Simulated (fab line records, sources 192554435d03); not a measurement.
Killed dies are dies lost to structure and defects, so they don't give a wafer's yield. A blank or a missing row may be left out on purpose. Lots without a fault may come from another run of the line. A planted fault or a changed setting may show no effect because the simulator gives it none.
Chamber matching | flow n5_finfet | N5_PMOS_HMC_CHANNEL_EPI_DESCUM_14 on rie_diel-05: 4 sister chambers
The step chemistry O2, time 7.9 s. 8 wafers are shown with their chamber, then 7 later ones without.

WAFERS WITH THEIR CHAMBER
wafer  | chamber | showerhead_plenum_p_Torr (Torr) | drypump_motor_current_A (A)
L075.4 | 3       | 2.17                            | 5.9
L075.6 | 3       | 2.17                            | 5.8
L080.4 | 2       | 2.13                            | 5.9
L082.2 | 1       | 2.03                            | 5.9
L082.4 | 0       | 2.10                            | 5.0
L082.6 | 2       | 2.13                            | 6.0
L084.3 | 0       | 2.09                            | 5.0
L084.4 | 1       | 2.03                            | 5.8

WAFERS WITHOUT THEIR CHAMBER
wafer  | showerhead_plenum_p_Torr (Torr) | drypump_motor_current_A (A)
L084.5 | 2.03                            | 5.8
L087.2 | 2.12                            | 5.9
L087.3 | 2.16                            | 5.8
L087.4 | 2.09                            | 5.0
L096.2 | 2.03                            | 5.9
L096.3 | 2.09                            | 5.0
L096.4 | 2.16                            | 5.9

WHICH CHAMBER EACH WENT THROUGH
wafer  | from the rows above | in truth
L084.5 | 1                   | 1
L087.2 | 2                   | 2
L087.3 | 3                   | 3
L087.4 | 0                   | 0
L096.2 | 1                   | 1
L096.3 | 0                   | 0
L096.4 | 3                   | 3
Placed correctly: 7 of 7. Can't be placed from these rows: 0. Placed wrongly: 0.
How it was worked out, from the rows above alone: a wafer's distance from a chamber is the root of the sum, over the readings, of the square of ((its reading less the chamber's mean) divided by the reading's scatter). The wafer belongs to the nearest chamber; if the next one is less than 2 further off, it can't be placed. A chamber's mean is the mean of its shown wafers. The scatter: the root of (the sum of the squares of (reading less its chamber's mean) over the shown wafers, divided by (wafers less chambers)).
